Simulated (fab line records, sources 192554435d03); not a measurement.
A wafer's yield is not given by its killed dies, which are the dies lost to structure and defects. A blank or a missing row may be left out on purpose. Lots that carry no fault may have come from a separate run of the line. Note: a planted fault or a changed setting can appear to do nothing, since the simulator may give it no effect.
Matching of chambers / flow n5_finfet / 4 sister chambers for N5_MOL_CONTACT_COAG_ALD_131 on ald_sin-03
The step deposits SiO2, target thk 5 nm, pulse time 1 s, co reactant pulse time 1 s. 18 wafers are shown with their chamber, then 9 later ones without.

## EACH WAFER AND ITS CHAMBER
wafer=L075.1; chamber=1; heater_power_w (W)=86; precursor_pulse_height_rel=0.998
wafer=L075.2; chamber=2; heater_power_w (W)=73; precursor_pulse_height_rel=0.978
wafer=L075.4; chamber=0; heater_power_w (W)=68; precursor_pulse_height_rel=0.982
wafer=L076.1; chamber=2; heater_power_w (W)=74; precursor_pulse_height_rel=0.984
wafer=L076.2; chamber=3; heater_power_w (W)=74; precursor_pulse_height_rel=0.987
wafer=L076.4; chamber=0; heater_power_w (W)=71; precursor_pulse_height_rel=1.017
wafer=L077.1; chamber=2; heater_power_w (W)=73; precursor_pulse_height_rel=1.012
wafer=L077.5; chamber=0; heater_power_w (W)=67; precursor_pulse_height_rel=1.001
wafer=L077.6; chamber=1; heater_power_w (W)=85; precursor_pulse_height_rel=0.989
wafer=L086.2; chamber=0; heater_power_w (W)=67; precursor_pulse_height_rel=0.996
wafer=L086.5; chamber=1; heater_power_w (W)=86; precursor_pulse_height_rel=1.004
wafer=L086.6; chamber=0; heater_power_w (W)=70; precursor_pulse_height_rel=1.013
wafer=L091.1; chamber=3; heater_power_w (W)=70; precursor_pulse_height_rel=1.030
wafer=L091.5; chamber=3; heater_power_w (W)=67; precursor_pulse_height_rel=0.996
wafer=L091.6; chamber=2; heater_power_w (W)=72; precursor_pulse_height_rel=1.017
wafer=L094.2; chamber=3; heater_power_w (W)=68; precursor_pulse_height_rel=0.977
wafer=L094.4; chamber=1; heater_power_w (W)=76; precursor_pulse_height_rel=0.985
wafer=L094.6; chamber=3; heater_power_w (W)=67; precursor_pulse_height_rel=1.014

SIGNATURES (averages over the wafers above)
reading=heater_power_w; chamber 0=68.60; chamber 1=83.25; chamber 2=73.00; chamber 3=69.20; scatter within a chamber=2.94
reading=precursor_pulse_height_rel; chamber 0=1.00180; chamber 1=0.99400; chamber 2=0.99775; chamber 3=1.00080; scatter within a chamber=0.0168
Rule: distance of a wafer from a chamber = root of the sum over the readings of ((wafer's reading minus chamber's mean) / reading's scatter) squared. The wafer belongs to the nearest chamber; if the next one is less than 2 further off, it can't be placed. The scatter is the square root of a quotient: the sum, over the shown wafers, of each reading's squared deviation from its chamber's mean, divided by wafers minus chambers.

## WAFERS MISSING THEIR CHAMBER
wafer=L095.1; heater_power_w (W)=66; precursor_pulse_height_rel=1.029
wafer=L095.2; heater_power_w (W)=65; precursor_pulse_height_rel=1.001
wafer=L095.3; heater_power_w (W)=78; precursor_pulse_height_rel=0.995
wafer=L095.4; heater_power_w (W)=74; precursor_pulse_height_rel=0.987
wafer=L095.5; heater_power_w (W)=72; precursor_pulse_height_rel=0.996
wafer=L095.6; heater_power_w (W)=67; precursor_pulse_height_rel=0.989
wafer=L096.2; heater_power_w (W)=65; precursor_pulse_height_rel=0.989
wafer=L096.4; heater_power_w (W)=66; precursor_pulse_height_rel=1.021
wafer=L096.6; heater_power_w (W)=75; precursor_pulse_height_rel=1.000

## WHICH CHAMBER EACH ONE RAN IN
wafer=L095.1; from the rows above=can't be placed: 0 or 3 or 2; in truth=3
wafer=L095.2; from the rows above=can't be placed: 0 or 3 or 2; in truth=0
wafer=L095.3; from the rows above=can't be placed: 2 or 1 or 3 or 0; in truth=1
wafer=L095.4; from the rows above=can't be placed: 2 or 3 or 0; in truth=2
wafer=L095.5; from the rows above=can't be placed: 2 or 3 or 0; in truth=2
wafer=L095.6; from the rows above=can't be placed: 0 or 3 or 2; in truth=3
wafer=L096.2; from the rows above=can't be placed: 0 or 3 or 2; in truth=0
wafer=L096.4; from the rows above=can't be placed: 0 or 3 or 2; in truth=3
wafer=L096.6; from the rows above=can't be placed: 2 or 3 or 0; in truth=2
0 of 9 placed correctly. Cannot be placed on the basis of these rows: 9; the candidates contain the true chamber in 9. 0 placed wrongly.
